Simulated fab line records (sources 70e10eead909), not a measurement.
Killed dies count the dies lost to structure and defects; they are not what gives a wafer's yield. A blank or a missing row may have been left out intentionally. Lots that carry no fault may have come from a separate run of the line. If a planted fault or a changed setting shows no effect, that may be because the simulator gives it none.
The tool behind it: which one?	flow nandHarc	Sampling: 14 lots, 39 wafers, 6 of 1302 route steps

== WHAT EACH GAUGE READ, for each wafer ==
NHARC_A_ONON_D2_THK_MEAS_24: measures by ellipsometry.
lot	measured	on	thkNm (nm)
L964	day 12 18:50	filmMetro-01	992 991 992
L966	day 13 12:50	filmMetro-02	1010 1011 1011
L967	day 14 05:32	filmMetro-02	995 993 995
L969	day 14 11:34	filmMetro-01	997 998 998
L968	day 14 11:34	filmMetro-02	991 992 990
L971	day 15 07:17	filmMetro-01	1012 1011 1012
L970	day 15 07:16	filmMetro-01	992 991 991
L973	day 16 03:14	filmMetro-02	994 995 995
L972	day 16 03:14	filmMetro-01	986 984 987
L981	day 19 16:23	filmMetro-02	1005 1007
L982	day 20 12:23	filmMetro-01	1006 1008
L984	day 21 04:28	filmMetro-01	1000 1000
L986	day 21 22:02	filmMetro-01	995 993 994
L987	day 22 15:54	filmMetro-01	1003 1003 1003

NHARC_A_ONON_D2_THK_MEAS_27: measures by ellipsometry.
lot	measured	on	thkNm (nm)
L964	day 12 19:23	filmMetro-02	1005 1004 1002
L966	day 13 13:25	filmMetro-01	1003 1002 1004
L967	day 14 06:07	filmMetro-01	991 992 991
L969	day 14 12:08	filmMetro-02	1017 1018 1016
L968	day 14 12:08	filmMetro-01	1002 1001 1003
L971	day 15 07:51	filmMetro-02	1018 1019 1020
L970	day 15 07:50	filmMetro-01	998 997 997
L973	day 16 03:47	filmMetro-01	986 985 986
L972	day 16 03:49	filmMetro-01	993 995 994
L981	day 19 16:58	filmMetro-02	1091 1092
L982	day 20 12:57	filmMetro-01	1010 1105
L984	day 21 05:02	filmMetro-02	1017 1112
L986	day 21 22:36	filmMetro-02	1005 1005 1007
L987	day 22 16:28	filmMetro-01	989 987 988

NHARC_A_ONON_D2_INSPECT_32.
lot	measured	on	rawDefectCount
L964	day 12 20:34	defectInspect-02	324 486 440
L966	day 13 14:32	defectInspect-02	641 676 605
L967	day 14 07:13	defectInspect-02	285 171 377
L969	day 14 13:14	defectInspect-02	386 364 397
L968	day 14 13:14	defectInspect-01	258 280 251
L971	day 15 08:58	defectInspect-01	256 389 530
L970	day 15 08:57	defectInspect-02	731 937 534
L973	day 16 04:54	defectInspect-02	462 364 387
L972	day 16 04:55	defectInspect-01	424 309 312
L981	day 19 18:04	defectInspect-02	327 236
L982	day 20 14:04	defectInspect-02	659 713
L984	day 21 06:08	defectInspect-02	284 298
L986	day 21 23:43	defectInspect-02	397 261 568
L987	day 22 17:35	defectInspect-02	390 288 236

NHARC_END_SORT_01.
lot	measured	on	killedAtArray	killedAtOther	killedAtPeriphery	killedDies	killedOpen	killedShort
L970	day 26 12:28	prober-02	50 56 46	1 1 0	3 6 1	54 63 47	2 4 1	3 3 1
L981	day 30 19:51	prober-01	668 667	4 1	5 9	677 677	1 3	1 2
L982	day 31 12:07	prober-01	63 667	0 1	9 9	72 677	8 4	2 0
L984	day 33 01:43	prober-02	49 668	1 0	8 9	58 677	8 5	1 1

== WHAT TOOL EACH LOT RAN ON (gives the tool, then ch and the chambers of the sampled wafers, and finally the start) ==
lot	NHARC_A_DECK1_JOINT_DEP_16	NHARC_A_ONON_D2_DEP_25
L964	pecvd-02 ch 0,1,2, day 12 06:36	pecvdOnon-02 ch 0, day 12 19:03
L966	pecvd-02 ch 0,2, day 13 01:11	pecvdOnon-02 ch 0, day 13 12:53
L967	pecvd-04 ch 0,2, day 13 16:07	pecvdOnon-01 ch 0, day 14 05:36
L969	pecvd-04 ch 0,1,2, day 13 23:14	pecvdOnon-02 ch 0, day 14 11:37
L968	pecvd-02 ch 0,2, day 13 23:16	pecvdOnon-03 ch 0, day 14 11:37
L971	pecvd-04 ch 0,2, day 14 19:38	pecvdOnon-02 ch 0, day 15 07:20
L970	pecvd-03 ch 0,1,2, day 14 19:40	pecvdOnon-01 ch 0, day 15 07:23
L973	pecvd-02 ch 0,1, day 15 15:11	pecvdOnon-03 ch 0, day 16 03:17
L972	pecvd-04 ch 0,2, day 15 15:11	pecvdOnon-01 ch 0, day 16 03:22
L981	pecvd-04 ch 0,2, day 19 07:45	pecvdOnon-03 ch 0, day 19 16:34
L982	pecvd-03 ch 0,1, day 19 23:42	pecvdOnon-03 ch 0, day 20 12:29
L984	pecvd-02 ch 1,2, day 20 16:32	pecvdOnon-03 ch 0, day 21 04:34
L986	pecvd-03 ch 0,1,2, day 21 09:41	pecvdOnon-01 ch 0, day 21 22:05
L987	pecvd-04 ch 0,1,2, day 22 00:31	pecvdOnon-02 ch 0, day 22 15:58
- NHARC_A_DECK1_JOINT_DEP_16: deposits SiO2, target thk 45 nm.
- NHARC_A_ONON_D2_DEP_25: target thk 1000 nm.

== AS READ BY THE TOOLS THEMSELVES (means over the sampled wafers that have a number; for cases with no such wafer, the mark the record gives instead) ==
NHARC_A_DECK1_JOINT_DEP_16.
lot	tool	heaterPowerOuterW (W)	heaterPowerW (W)	throttleValvePct (%)
L964	pecvd-02	293	545	15.9
L966	pecvd-02	274	534	15.8
L967	pecvd-04	257	549	15.7
L969	pecvd-04	214	463	15.6
L968	pecvd-02	255	496	15.8
L971	pecvd-04	295	601	15.4
L970	pecvd-03	317	562	15.8
L973	pecvd-02	256	494	16.1
L972	pecvd-04	313	632	15.5
L981	pecvd-04	255	548	15.9
L982	pecvd-03	319	544	15.6
L984	pecvd-02	280	526	16.3
L986	pecvd-03	284	513	15.7
L987	pecvd-04	247	514	15.3

== THE ANSWER, worked out from the rows above alone ==
Rule: usual is defined by the lots themselves. Put in order of their means at a reading, lots are off if they are a third of the lots or fewer, leave a main group of 4 or more, and stand apart from it by a gap of 3 or more times the standard deviation of the main group's means; of several such gaps the widest counts. The tables above print the reading to a certain number of digits; a main group whose means all agree to those digits is not used. Also off: a lot with no number at a reading for which 4 or more lots have one. The other lots that the step has rows for count as sound. The gauges are gone through in route order, then the tools' own readings, and for those a lot's mean is taken as printed above. At the first step where some lot is off, the reading lying furthest off is the one used; lots without a number count as furthest.
Off: L981, L982, L984 (NHARC_A_ONON_D2_THK_MEAS_27, thkNm). Mean 1001 nm and standard deviation 10 in the main group.
A tool fits if, at a process step before that reading, it ran every lot that is off, and no sound lot after the first of them. The gauges at NHARC_A_ONON_D2_THK_MEAS_27 are tried like those tools. One fits: pecvdOnon-03 at NHARC_A_ONON_D2_DEP_25. Its last sound lot is L973 (day 16 03:17), its first lot that is off L981 (day 19 16:34): a fault that began between those two fits.

== WHAT THE SIMULATOR HAD INSERTED ==
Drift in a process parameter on pecvdOnon-03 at NHARC_A_ONON_D2_DEP_25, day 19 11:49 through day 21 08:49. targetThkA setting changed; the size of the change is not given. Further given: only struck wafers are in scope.
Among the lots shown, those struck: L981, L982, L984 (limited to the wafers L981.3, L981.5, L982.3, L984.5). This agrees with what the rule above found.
